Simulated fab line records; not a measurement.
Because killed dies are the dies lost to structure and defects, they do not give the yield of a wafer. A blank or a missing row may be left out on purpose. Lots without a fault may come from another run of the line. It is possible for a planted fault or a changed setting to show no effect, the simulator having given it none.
3 desks, one fault    flow n5_finfet    every desk sees just its own numbers, and what lay behind them comes last

== THE TOOL OWNER'S DESK: rie_diel-02 ==
The tool's own readings at N5_SD_EPI_N_ETCHBACK_44 (etches SiNx in CH3F/O2, stops on SiO2, target depth 14.5 nm): means of the sampled wafers that have a number, for each lot that ran on this tool. If a lot's mean is further than 4 standard deviations from the usual mean, the lot is out of limits and carries the mark OUT (the distance appears in the brackets).
Columns: A = drypump_motor_current_A at N5_SD_EPI_N_ETCHBACK_44, usual 5.7 A; B = oes_ar_750_au at N5_SD_EPI_N_ETCHBACK_44, usual 0.79 a.u.; C = oes_product_au at N5_SD_EPI_N_ETCHBACK_44, usual 0.67 a.u.; D = rf_vpp_V at N5_SD_EPI_N_ETCHBACK_44, usual 299 V; E = showerhead_plenum_p_Torr at N5_SD_EPI_N_ETCHBACK_44, usual 2.02 Torr; F = throttle_valve_pct at N5_SD_EPI_N_ETCHBACK_44, usual 16.28 %
lot   first seen here  A    B     C     D    E     F
L293  day 5 02:00      5.3  0.82  0.69  292  2.00  16.02
L301  day 6 20:01      5.3  0.78  0.66  294  2.03  16.31
L302  day 7 02:16      5.2  0.78  0.66  295  2.03  16.30
This desk found nothing out of limits on any of the 3 lots.

== THE DEFECT DESK ==
Inspection counts along the route, by lot: the mean over sampled wafers that carry a number. If a lot's mean is further than 4 standard deviations from the usual mean, the lot is out of limits and carries the mark OUT (the distance appears in the brackets).
Columns: A = raw_defect_count at N5_SD_EPI_N_INSPECT_11, usual 2.1
lot   first seen here  A
L293  day 5 01:34      4.0
L295  day 5 08:04      2.0
L301  day 6 19:34      2.3
L302  day 7 01:49      1.3
L305  day 7 20:25      1.3
L308  day 8 12:46      2.3
This desk found nothing out of limits on any of the 6 lots.

== THE METROLOGY DESK ==
Lot by lot, what the gauges showed, no matter which tool ran the lot: averages of those sampled wafers that carry a number. If a lot's mean is further than 4 standard deviations from the usual mean, the lot is out of limits and carries the mark OUT (the distance appears in the brackets). Readings shown: 7 of its 12, picked as those furthest out on some lot.
Columns: A = SD_N_BLK_OVL at N5_SD_EPI_N_OVL_MEAS_10, usual 0.0 nm; B = DIBL_N at N5_BEOL_M4_RC_MEAS_101, usual 35.8 mV/V; C = IOFF_N at N5_BEOL_M4_RC_MEAS_101, usual 0.151 nA/um; D = IOFF_P at N5_BEOL_M4_RC_MEAS_101, usual 0.21 nA/um; E = ION_P at N5_BEOL_M4_RC_MEAS_101, usual 463 uA/um; F = VT_N at N5_BEOL_M4_RC_MEAS_101, usual 250 mV; G = VT_P at N5_BEOL_M4_RC_MEAS_101, usual -250 mV
lot   first seen here  A     B     C      D     E    F    G
L293  day 5 01:30      0.8   34.4  0.127  0.15  448  252  -258
L295  day 5 08:01      -1.1  36.0  0.154  0.20  462  251  -250
L301  day 6 19:30      0.1   38.8  0.202  0.21  462  246  -250
L302  day 7 01:46      -0.6  37.3  0.159  0.19  456  251  -253
L305  day 7 20:22      -0.3  35.8  0.156  0.23  470  250  -247
L308  day 8 12:43      -0.3  35.2  0.132  0.20  459  254  -250
This desk found nothing out of limits on any of the 6 lots.

== TAKEN TOGETHER ==
The tool owner's desk saw nothing out of limits.
Nothing out of limits was seen by the defect desk.
The metrology desk saw nothing out of limits.

== WHAT THE SIMULATOR PUT IN ==
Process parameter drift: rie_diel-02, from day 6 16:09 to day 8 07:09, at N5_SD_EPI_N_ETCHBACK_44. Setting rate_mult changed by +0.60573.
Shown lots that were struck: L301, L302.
